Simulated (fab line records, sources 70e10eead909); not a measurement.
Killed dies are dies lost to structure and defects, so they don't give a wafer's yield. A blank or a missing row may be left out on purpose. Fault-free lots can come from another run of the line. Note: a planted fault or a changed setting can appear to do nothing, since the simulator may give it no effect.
Shared-tool check + flow nand harc + Sampled: 14 lots, 42 wafers

## THE REASON FOR OPENING IT
Flagged at NHARC_A_ONON_D1_THK_MEAS_24: reading thk nm, on 2 of 14 lots. No-fault wafers: 1000 nm, standard deviation 8.3.
Rule: a lot is flagged when every wafer of it that has a number lies more than 4 standard deviations from that mean, or none has a number. The rest of the lots are taken to be sound.

| lot  | measured     | on            | thk nm (nm), wafer by wafer | flag    |
|------|--------------|---------------|-----------------------------|---------|
| L773 | day 8 02:35  | film metro-02 | 1006 1007 1005              |         |
| L774 | day 8 18:34  | film metro-01 | 1003 1002 1001              |         |
| L775 | day 8 18:41  | film metro-02 | 1008 1007 1006              |         |
| L777 | day 9 03:37  | film metro-02 | 992 989 992                 |         |
| L778 | day 9 13:56  | film metro-01 | 1001 1000 1000              |         |
| L780 | day 10 00:01 | film metro-01 | 1001 1001 1002              |         |
| L783 | day 10 04:26 | film metro-01 | 997 997 998                 |         |
| L785 | day 11 04:50 | film metro-01 | 1002 1002 1002              |         |
| L784 | day 11 05:11 | film metro-02 | 989 990 992                 |         |
| L788 | day 12 01:47 | film metro-02 | 1010 1009 1010              |         |
| L790 | day 12 05:26 | film metro-02 | 996 996 993                 |         |
| L789 | day 12 05:27 | film metro-01 | 1429 1431 1430              | FLAGGED |
| L791 | day 12 09:49 | film metro-02 | 1423 1424 1424              | FLAGGED |
| L795 | day 13 22:38 | film metro-02 | 993 995 993                 |         |
The numbers of the flagged lots are 1427 nm on average: +427 nm against the usual, or +51 standard deviations.

## TOOL THAT RAN EACH LOT
The record holds 1 process step before the reading, out of a route of 1159 steps. Every cell lists first the tool, next ch and the chambers used by the sampled wafers, and last the start.
| lot  | flag    | NHARC_A_ONON_D1_DEP_22           |
|------|---------|----------------------------------|
| L773 |         | pecvd onon-02 ch 0, day 8 02:07  |
| L774 |         | pecvd onon-02 ch 0, day 8 18:07  |
| L775 |         | pecvd onon-03 ch 0, day 8 18:11  |
| L777 |         | pecvd onon-02 ch 0, day 9 03:07  |
| L778 |         | pecvd onon-03 ch 0, day 9 13:26  |
| L780 |         | pecvd onon-04 ch 0, day 9 23:38  |
| L783 |         | pecvd onon-02 ch 0, day 10 04:02 |
| L785 |         | pecvd onon-02 ch 0, day 11 04:23 |
| L784 |         | pecvd onon-02 ch 0, day 11 04:44 |
| L788 |         | pecvd onon-04 ch 0, day 12 01:16 |
| L790 |         | pecvd onon-04 ch 0, day 12 05:06 |
| L789 | FLAGGED | pecvd onon-02 ch 0, day 12 05:03 |
| L791 | FLAGGED | pecvd onon-02 ch 0, day 12 09:26 |
| L795 |         | pecvd onon-04 ch 0, day 13 22:08 |
What is done by these steps:
- NHARC_A_ONON_D1_DEP_22: target thk 1000 nm.
- NHARC_A_ONON_D1_THK_MEAS_24: measures by ellipsometry.

## FLAGGED OVER TOTAL, TOOL BY TOOL (the gauges that took the reading come last)
| step                        | tool          | lots run | flagged | share of the flagged lots | sound lots run after its first flagged lot |
|-----------------------------|---------------|----------|---------|---------------------------|--------------------------------------------|
| NHARC_A_ONON_D1_DEP_22      | pecvd onon-02 | 8        | 2       | all                       | 0                                          |
| NHARC_A_ONON_D1_DEP_22      | pecvd onon-03 | 2        | 0       | none                      | -                                          |
| NHARC_A_ONON_D1_DEP_22      | pecvd onon-04 | 4        | 0       | none                      | -                                          |
| NHARC_A_ONON_D1_THK_MEAS_24 | film metro-01 | 6        | 1       | some                      | 0                                          |
| NHARC_A_ONON_D1_THK_MEAS_24 | film metro-02 | 8        | 1       | some                      | 1 (L795)                                   |

## WHAT IS ALLOWED BY THE TABLE
All flagged lots share 1 row of the table, namely pecvd onon-02 at NHARC_A_ONON_D1_DEP_22.
- pecvd onon-02 at NHARC_A_ONON_D1_DEP_22 ran 8 lots, 2 of them flagged. Its last sound lot is L784 (day 11 04:44), its first flagged lot L789 (day 12 05:03): a fault that began between those two fits.
What remains is a single tool, pecvd onon-02 at NHARC_A_ONON_D1_DEP_22.

## WHAT HAD BEEN PUT IN BY THE SIMULATOR
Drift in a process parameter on pecvd onon-02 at NHARC_A_ONON_D1_DEP_22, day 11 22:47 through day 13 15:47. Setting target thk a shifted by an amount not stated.
Struck lots among those shown: L789, L791. The rule above found the same.
